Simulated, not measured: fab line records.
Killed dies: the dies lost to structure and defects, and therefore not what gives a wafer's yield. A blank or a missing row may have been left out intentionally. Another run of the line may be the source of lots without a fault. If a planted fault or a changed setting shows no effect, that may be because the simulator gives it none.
One fault through the eyes of 2 desks	flow n5 finfet	each desk holds nothing but its own numbers, with what lay behind them at the end

DESK OF THE TOOL OWNER: pvd sputter-03
The tool's own readings at N5_BEOL_M14_SPUTTER_45 (material Cu, target thk 100 nm, time 16.67 s): means of the sampled wafers that have a number, for each lot that ran on this tool. A lot is out of limits, marked OUT, if its mean lies more than 4 standard deviations from the usual mean; the brackets give that distance.
Columns: A = cathode dc power W at N5_BEOL_M14_SPUTTER_45, usual 26001 W; B = chuck gas flow sccm at N5_BEOL_M14_SPUTTER_45, usual 1.26 sccm; C = chuck sensor temp C at N5_BEOL_M14_SPUTTER_45, usual -16.0 C; D = throttle valve pct at N5_BEOL_M14_SPUTTER_45, usual 30.0 %
lot	first seen here	A	B	C	D
L970	day 12 21:29	26000	1.23	-15.9	30.8
L978	day 15 07:14	27568 (+99 or more) OUT	1.22	-15.6	29.8
L979	day 15 07:41	26784 (+99 or more) OUT	1.25	-16.1	30.3
This desk finds L978, L979 out of limits, L978 being first, at day 15 07:14 (cathode dc power W at N5_BEOL_M14_SPUTTER_45). L970: within limits.

METROLOGY DESK
Lot by lot, what the gauges showed, no matter which tool ran the lot: averages of those sampled wafers that carry a number. A lot is out of limits, marked OUT, if its mean lies more than 4 standard deviations from the usual mean; the brackets give that distance.
Columns: A = trench depth nm at N5_BEOL_M14_OCD_MEAS_35, usual 552 nm
lot	first seen here	A
L969	day 11 20:03	549
L970	day 12 18:27	532
L978	day 15 04:53	551
L979	day 15 05:10	569
L984	day 16 16:11	558
L987	day 17 01:25	540
This desk's finding: nothing out of limits on any of the 6 lots.

BROUGHT TOGETHER
The tool owner's desk had the chance to raise an alarm at day 15 07:14 on L978, L979.
Metrology desk: nothing out of limits seen.
The metrology desk has L978, L979 on record, within its limits.
All the named lots went through N5_BEOL_M14_SPUTTER_45 on pvd sputter-03.

WHAT THE SIMULATOR HAD PUT IN
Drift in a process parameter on pvd sputter-03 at N5_BEOL_M14_SPUTTER_45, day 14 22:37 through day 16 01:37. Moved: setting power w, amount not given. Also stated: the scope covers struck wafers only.
Shown lots that were struck: L978, L979.
Time in hours from fault onset to the first out-of-limits reading at each desk: the tool owner's desk, 9.
